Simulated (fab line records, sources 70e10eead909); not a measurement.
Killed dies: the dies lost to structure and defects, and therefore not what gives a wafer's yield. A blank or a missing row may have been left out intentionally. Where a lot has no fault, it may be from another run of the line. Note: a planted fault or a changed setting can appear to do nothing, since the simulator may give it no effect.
Matching of chambers / flow nandHarc / 4 sister chambers for NHARC_A_CHANNEL_FILL_D2_ALD_14 on aldHk-02
The step deposits SiO2, target thk 2.5 nm, pulse time 10 s, ald cycles 25. 16 wafers are shown with their chamber, then 8 later ones without.

## WAFERS, EACH WITH ITS CHAMBER
wafer=L074.3; chamber=0; heaterPowerW (W)=488; precursorPulseHeightRel=1.029
wafer=L074.4; chamber=3; heaterPowerW (W)=524; precursorPulseHeightRel=0.966
wafer=L074.6; chamber=0; heaterPowerW (W)=508; precursorPulseHeightRel=1.002
wafer=L075.2; chamber=3; heaterPowerW (W)=534; precursorPulseHeightRel=1.015
wafer=L075.4; chamber=0; heaterPowerW (W)=503; precursorPulseHeightRel=1.002
wafer=L075.5; chamber=0; heaterPowerW (W)=503; precursorPulseHeightRel=1.007
wafer=L083.2; chamber=3; heaterPowerW (W)=526; precursorPulseHeightRel=1.006
wafer=L083.5; chamber=1; heaterPowerW (W)=468; precursorPulseHeightRel=0.959
wafer=L083.6; chamber=0; heaterPowerW (W)=524; precursorPulseHeightRel=1.024
wafer=L084.1; chamber=2; heaterPowerW (W)=420; precursorPulseHeightRel=1.007
wafer=L084.4; chamber=0; heaterPowerW (W)=547; precursorPulseHeightRel=0.994
wafer=L084.6; chamber=1; heaterPowerW (W)=473; precursorPulseHeightRel=1.013
wafer=L092.1; chamber=3; heaterPowerW (W)=527; precursorPulseHeightRel=1.036
wafer=L092.4; chamber=1; heaterPowerW (W)=479; precursorPulseHeightRel=1.028
wafer=L092.5; chamber=1; heaterPowerW (W)=478; precursorPulseHeightRel=1.031
wafer=L093.4; chamber=0; heaterPowerW (W)=543; precursorPulseHeightRel=0.974

SIGNATURES (means of the wafers above)
reading=heaterPowerW; chamber 0=516.57; chamber 1=474.50; chamber 2=420.00; chamber 3=527.75; scatter within a chamber=16
reading=precursorPulseHeightRel; chamber 0=1.00457; chamber 1=1.00775; chamber 2=1.00700; chamber 3=1.00575; scatter within a chamber=0.0258
Rule: distance of a wafer from a chamber = root of the sum over the readings of ((wafer's reading minus chamber's mean) / reading's scatter) squared. The wafer belongs to the nearest chamber; if the next one is less than 2 further off, it can't be placed. The scatter: the root of (the sum of the squares of (reading less its chamber's mean) over the shown wafers, divided by (wafers less chambers)).

## WAFERS WITH NO CHAMBER GIVEN
wafer=L093.5; heaterPowerW (W)=545; precursorPulseHeightRel=1.009
wafer=L093.6; heaterPowerW (W)=530; precursorPulseHeightRel=1.008
wafer=L095.1; heaterPowerW (W)=406; precursorPulseHeightRel=1.013
wafer=L095.4; heaterPowerW (W)=538; precursorPulseHeightRel=1.026
wafer=L095.6; heaterPowerW (W)=525; precursorPulseHeightRel=0.989
wafer=L096.4; heaterPowerW (W)=539; precursorPulseHeightRel=0.999
wafer=L096.5; heaterPowerW (W)=412; precursorPulseHeightRel=0.958
wafer=L096.6; heaterPowerW (W)=529; precursorPulseHeightRel=0.999

## CHAMBER TAKEN BY EACH
wafer=L093.5; from the rows above=can't be placed: 3 or 0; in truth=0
wafer=L093.6; from the rows above=can't be placed: 3 or 0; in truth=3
wafer=L095.1; from the rows above=2; in truth=2
wafer=L095.4; from the rows above=can't be placed: 3 or 0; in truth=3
wafer=L095.6; from the rows above=can't be placed: 3 or 0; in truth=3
wafer=L096.4; from the rows above=can't be placed: 3 or 0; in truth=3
wafer=L096.5; from the rows above=2; in truth=2
wafer=L096.6; from the rows above=can't be placed: 3 or 0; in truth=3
Correct placement for 2 of the 8. These rows do not allow placing 6 (true chamber among the candidates in 6). Number placed wrongly: 0.
